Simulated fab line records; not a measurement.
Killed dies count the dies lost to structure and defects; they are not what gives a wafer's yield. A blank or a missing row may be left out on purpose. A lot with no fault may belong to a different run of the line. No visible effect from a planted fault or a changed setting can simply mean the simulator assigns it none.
What tool caused it? -- flow nand_harc -- Sampling: 12 lots, 36 wafers, 5 of 1302 route steps

WHAT THE GAUGES READ, wafer by wafer
NHARC_A_CONTACT_CD_MEAS_53.
lot,measured,on,cd_nm (nm)
L729,day 21 13:14,cd_sem-03,289.5 290.4 289.2
L735,day 23 07:18,cd_sem-02,289.4 289.1 290.8
L736,day 24 07:00,cd_sem-01,289.0 290.6 291.3
L737,day 25 01:56,cd_sem-03,291.0 289.6 288.8
L739,day 26 03:10,cd_sem-03,287.9 289.5 288.1
L740,day 26 13:56,cd_sem-01,289.7 289.5 289.3
L742,day 26 14:46,cd_sem-03,289.5 289.9 289.8
L741,day 26 23:56,cd_sem-01,288.6 289.1 289.2
L744,day 27 16:43,cd_sem-02,289.7 289.2 290.2
L750,day 30 01:49,cd_sem-01,290.1 289.4 288.4
L749,day 30 03:00,cd_sem-03,289.6 290.5 289.9
L751,day 30 18:52,cd_sem-02,290.3 290.1 289.3

NHARC_END_SORT_01.
lot,measured,on,killed_at_array,killed_at_other,killed_at_periphery,killed_dies,killed_open,killed_short
L740,day 29 18:49,prober-02,68,3,3,74,2,5
L742,day 29 17:56,prober-01,672 672 675,0 2 0,5 3 2,677 677 677,3 4 5,4 4 1
L741,day 30 23:59,prober-02,675 677 674,1 0 1,1 0 2,677 677 677,2 3 4,5 3 3
L744,day 30 15:26,prober-01,672 673 673,0 0 0,5 4 4,677 677 677,3 5 6,3 2 0

WHAT TOOL EACH LOT RAN ON (gives the tool, then ch and the chambers of the sampled wafers, and finally the start)
lot,NHARC_A_CONTACT_ETCH_118,NHARC_A_CONTACT_ETCH_121,NHARC_A_CONTACT_ETCH_96
L729,"har_cap_etch-02 ch 0,1, day 21 11:11","har_cap_etch-02 ch 0,1, day 21 11:42","rie_diel-11 ch 1,2, day 21 13:09"
L735,"har_cap_etch-01 ch 0,1, day 23 05:14","har_cap_etch-01 ch 0,1, day 23 05:45","rie_diel-11 ch 0,2,3, day 23 07:12"
L736,"har_cap_etch-02 ch 0,1, day 24 04:59","har_cap_etch-02 ch 0,1, day 24 05:29","rie_diel-11 ch 1,2,3, day 24 06:55"
L737,"har_cap_etch-01 ch 0,1, day 24 23:53","har_cap_etch-01 ch 0,1, day 25 00:24","rie_diel-11 ch 0,3, day 25 01:51"
L739,"har_cap_etch-01 ch 0,1, day 26 01:11","har_cap_etch-01 ch 0,1, day 26 01:43","rie_diel-11 ch 0,1, day 26 03:05"
L740,"har_cap_etch-02 ch 0,1, day 26 11:52","har_cap_etch-02 ch 0,1, day 26 12:23","rie_diel-09 ch 0,1, day 26 13:50"
L742,"har_cap_etch-01 ch 0,1, day 26 12:14","har_cap_etch-01 ch 0,1, day 26 12:56","rie_diel-10 ch 0,1,2, day 26 14:40"
L741,"har_cap_etch-02 ch 0,1, day 26 21:56","har_cap_etch-02 ch 0,1, day 26 22:26","rie_diel-11 ch 0,1,2, day 26 23:50"
L744,"har_cap_etch-01 ch 0,1, day 27 14:40","har_cap_etch-01 ch 0,1, day 27 15:11","rie_diel-11 ch 1,2,3, day 27 16:38"
L750,"har_cap_etch-02 ch 0,1, day 29 23:47","har_cap_etch-02 ch 0,1, day 30 00:17","rie_diel-11 ch 0,1,3, day 30 01:44"
L749,"har_cap_etch-03 ch 0,1, day 30 00:58","har_cap_etch-03 ch 0,1, day 30 01:29","rie_diel-09 ch 0,1, day 30 02:55"
L751,"har_cap_etch-01 ch 0, day 30 16:51","har_cap_etch-01 ch 0, day 30 17:21","rie_diel-11 ch 1,2,3, day 30 18:47"
- NHARC_A_CONTACT_ETCH_118: etches the open film in C4F8/O2/Ar, time 190 s, target depth 1850 nm.
- NHARC_A_CONTACT_ETCH_121: etches the open film in C4F8/O2/Ar, time 190 s, target depth 1850 nm.
- NHARC_A_CONTACT_ETCH_96: etches the open film in C4F6/O2, target depth 20 nm, time 10 s.

AS READ BY THE TOOLS THEMSELVES (means over the sampled wafers that have a number; for cases with no such wafer, the mark the record gives instead)
NHARC_A_CONTACT_ETCH_118.
lot,tool,chamber_pressure_mTorr (mTorr),oes_air_line_au (a.u.)
L729,har_cap_etch-02,20.021,1.018
L735,har_cap_etch-01,19.999,1.007
L736,har_cap_etch-02,20.000,1.001
L737,har_cap_etch-01,20.009,0.999
L739,har_cap_etch-01,19.995,1.012
L740,har_cap_etch-02,19.984,0.995
L742,har_cap_etch-01,19.989,0.987
L741,har_cap_etch-02,19.999,0.997
L744,har_cap_etch-01,19.981,0.986
L750,har_cap_etch-02,20.005,1.027
L749,har_cap_etch-03,19.976,1.004
L751,har_cap_etch-01,19.999,0.993

NHARC_A_CONTACT_ETCH_121.
lot,tool,chamber_pressure_mTorr (mTorr),oes_air_line_au (a.u.)
L729,har_cap_etch-02,20.012,0.992
L735,har_cap_etch-01,20.000,0.997
L736,har_cap_etch-02,20.030,1.020
L737,har_cap_etch-01,19.996,1.015
L739,har_cap_etch-01,19.979,0.985
L740,har_cap_etch-02,20.016,1.004
L742,har_cap_etch-01,20.004,0.999
L741,har_cap_etch-02,19.989,0.984
L744,har_cap_etch-01,20.009,1.029
L750,har_cap_etch-02,19.996,1.008
L749,har_cap_etch-03,19.998,0.982
L751,har_cap_etch-01,19.992,0.979

NHARC_A_CONTACT_ETCH_96.
lot,tool,bias_w (W),c4f6_flow_sccm (sccm),drypump_motor_current_A (A),oes_product_au (a.u.),rf_fwd_power_W (W),rf_vpp_V (V),showerhead_plenum_p_Torr (Torr),throttle_valve_pct (%)
L729,rie_diel-11,499.4,25.05,5.6,0.947,587.2,547.8,4.00,26.897
L735,rie_diel-11,500.0,24.99,5.8,0.946,583.9,548.5,3.98,26.905
L736,rie_diel-11,499.8,25.00,5.9,0.973,585.2,548.4,4.03,26.903
L737,rie_diel-11,501.3,25.05,5.9,0.944,584.3,546.6,3.92,26.906
L739,rie_diel-11,499.1,24.98,5.9,0.996,585.3,547.6,3.93,26.901
L740,rie_diel-09,499.5,25.08,6.1,1.010,585.1,544.5,3.83,26.902
L742,rie_diel-10,-,-,-,-,-,-,-,-
L741,rie_diel-11,-,-,-,-,-,-,-,-
L744,rie_diel-11,-,-,-,-,-,-,-,-
L750,rie_diel-11,500.5,24.98,6.0,1.004,585.9,547.4,3.96,26.898
L749,rie_diel-09,498.9,25.02,6.2,0.956,586.2,544.5,3.80,26.906
L751,rie_diel-11,501.1,25.01,5.9,0.935,586.0,549.7,4.01,26.901

THE ANSWER, worked out from the rows above alone
Rule: the lots themselves supply what counts as usual. The widest of any qualifying gaps counts: lots, ordered by their means at a reading, are off when they make up no more than a third of the lots, leave a main group of 4 or more, and stand apart from it by 3 or more times the standard deviation of that group's means. If all means in a main group match to the digits the tables above print for the reading, that group is not used. A lot without any number at a reading at which 4 lots or more have one is off too. The other lots that the step has rows for count as sound. The gauges are gone through in route order, then the tools' own readings, and for those a lot's mean is taken as printed above. At the first step where some lot is off, the reading lying furthest off is the one used; lots without a number count as furthest.
Off: L742, L741, L744 (NHARC_A_CONTACT_ETCH_96, bias_w). Without a number there: L742, L741, L744. For the main group the mean is 500.0 W and the standard deviation 0.8.
A tool fits if, at that step or a process step before it, it ran every lot that is off, and no sound lot after the first of them. Not one of the candidates tried fits.

WHAT HAD BEEN PUT IN BY THE SIMULATOR
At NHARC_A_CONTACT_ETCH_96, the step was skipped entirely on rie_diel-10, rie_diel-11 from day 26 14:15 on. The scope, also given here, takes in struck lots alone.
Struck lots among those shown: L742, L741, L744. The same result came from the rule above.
